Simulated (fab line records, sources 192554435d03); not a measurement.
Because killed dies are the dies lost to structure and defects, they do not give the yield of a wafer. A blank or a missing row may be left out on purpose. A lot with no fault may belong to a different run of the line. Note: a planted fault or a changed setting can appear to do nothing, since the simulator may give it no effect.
Matching of chambers ; flow n5-finfet ; N5_STI_FIN_REVEAL_STRIP_24 on rie-diel-06 has 4 sister chambers
The step strips in N2/H2, time 90 s. 18 wafers are shown with their chamber, then 9 later ones without.

WAFERS, EACH WITH ITS CHAMBER
wafer;chamber;drypump-motor-current-A (A);showerhead-plenum-p-Torr (Torr);throttle-valve-pct (%)
L074.2;0;6.9;3.29;11.82
L074.5;1;5.7;3.55;12.42
L074.6;2;6.0;3.27;11.98
L077.1;1;5.7;3.54;12.44
L077.3;3;4.9;3.44;12.21
L077.5;0;6.9;3.29;11.82
L078.1;3;4.9;3.44;12.22
L078.3;1;5.7;3.54;12.43
L078.6;1;5.7;3.54;12.43
L086.1;1;5.7;3.53;12.49
L086.2;0;6.9;3.28;11.89
L086.4;3;4.9;3.43;12.24
L087.2;3;4.9;3.43;12.26
L087.5;2;6.0;3.25;12.05
L087.6;3;4.9;3.43;12.25
L088.2;1;5.7;3.53;12.48
L088.3;0;6.9;3.28;11.91
L088.5;0;6.8;3.28;11.91

SIGNATURES (averages over the wafers above)
reading;chamber 0;chamber 1;chamber 2;chamber 3;scatter within a chamber
drypump-motor-current-A;6.880;5.700;6.000;4.900;0.0239
showerhead-plenum-p-Torr;3.2840;3.5383;3.2600;3.4340;0.00719
throttle-valve-pct;11.8700;12.4483;12.0150;12.2360;0.0349
Rule: a wafer's distance from a chamber is the root of the sum, over the readings, of the square of ((its reading less the chamber's mean) divided by the reading's scatter). If the next closest chamber is less than 2 further off than the closest, the wafer can't be placed; otherwise it belongs to the closest. The scatter is the square root of a quotient: the sum, over the shown wafers, of each reading's squared deviation from its chamber's mean, divided by wafers minus chambers.

WAFERS WHOSE CHAMBER IS MISSING
wafer;drypump-motor-current-A (A);showerhead-plenum-p-Torr (Torr);throttle-valve-pct (%)
L094.2;5.7;3.52;12.51
L094.3;4.9;3.42;12.28
L094.4;4.9;3.42;12.29
L095.1;4.9;3.42;12.30
L095.3;5.9;3.24;12.08
L095.4;4.9;3.42;12.30
L096.2;6.0;3.24;12.09
L096.3;5.7;3.52;12.54
L096.6;5.7;3.52;12.54

CHAMBER TAKEN BY EACH
wafer;from the rows above;in truth
L094.2;1;1
L094.3;3;3
L094.4;3;3
L095.1;3;3
L095.3;2;2
L095.4;3;3
L096.2;2;2
L096.3;1;1
L096.6;1;1
Correctly placed: 9 of 9. From these rows, 0 cannot be placed. Number placed wrongly: 0.
